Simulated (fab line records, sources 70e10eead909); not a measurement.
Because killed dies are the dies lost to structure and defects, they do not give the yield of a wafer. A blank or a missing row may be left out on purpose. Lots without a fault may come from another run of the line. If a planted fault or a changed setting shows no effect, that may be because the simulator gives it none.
Chamber matching :: flow nand harc :: 3 sister chambers for NHARC_A_M0_DEP_32 on pecvd-04
The step deposits SiCN, target thk 30 nm. 6 wafers are shown with their chamber, then 10 later ones without.

== EACH WAFER AND ITS CHAMBER ==
wafer: L081.4
chamber: 2
heater power w (W): 515

wafer: L085.2
chamber: 1
heater power w (W): 630

wafer: L085.6
chamber: 1
heater power w (W): 501

wafer: L088.4
chamber: 2
heater power w (W): 541

wafer: L092.3
chamber: 0
heater power w (W): 518

wafer: L092.4
chamber: 0
heater power w (W): 529

== WAFERS WITH NO CHAMBER GIVEN ==
wafer: L092.6
heater power w (W): 615

wafer: L093.1
heater power w (W): 444

wafer: L093.3
heater power w (W): 616

wafer: L093.4
heater power w (W): 631

wafer: L094.4
heater power w (W): 609

wafer: L094.5
heater power w (W): 527

wafer: L094.6
heater power w (W): 540

wafer: L095.1
heater power w (W): 579

wafer: L095.5
heater power w (W): 488

wafer: L095.6
heater power w (W): 587

== EACH ONE'S CHAMBER ==
wafer: L092.6
from the rows above: can't be placed: 1 or 2 or 0
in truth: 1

wafer: L093.1
from the rows above: can't be placed: 0 or 2 or 1
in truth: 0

wafer: L093.3
from the rows above: can't be placed: 1 or 2 or 0
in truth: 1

wafer: L093.4
from the rows above: can't be placed: 1 or 2 or 0
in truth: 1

wafer: L094.4
from the rows above: can't be placed: 1 or 2 or 0
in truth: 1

wafer: L094.5
from the rows above: can't be placed: 2 or 0 or 1
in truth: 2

wafer: L094.6
from the rows above: can't be placed: 2 or 0 or 1
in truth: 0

wafer: L095.1
from the rows above: can't be placed: 1 or 2 or 0
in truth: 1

wafer: L095.5
from the rows above: can't be placed: 0 or 2 or 1
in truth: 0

wafer: L095.6
from the rows above: can't be placed: 1 or 2 or 0
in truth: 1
Placed correctly: 0 of 10. Unplaceable from these rows: 10, with the true chamber sitting among the candidates in 10. Placed wrongly: 0.
How it was worked out, from the rows above alone: a wafer's distance from a chamber is the root of the sum, over the readings, of the square of ((its reading less the chamber's mean) divided by the reading's scatter). If the next closest chamber is less than 2 further off than the closest, the wafer can't be placed; otherwise it belongs to the closest. For every chamber, the mean is computed from those of its wafers that are shown. The scatter is the square root of a quotient: the sum, over the shown wafers, of each reading's squared deviation from its chamber's mean, divided by wafers minus chambers.
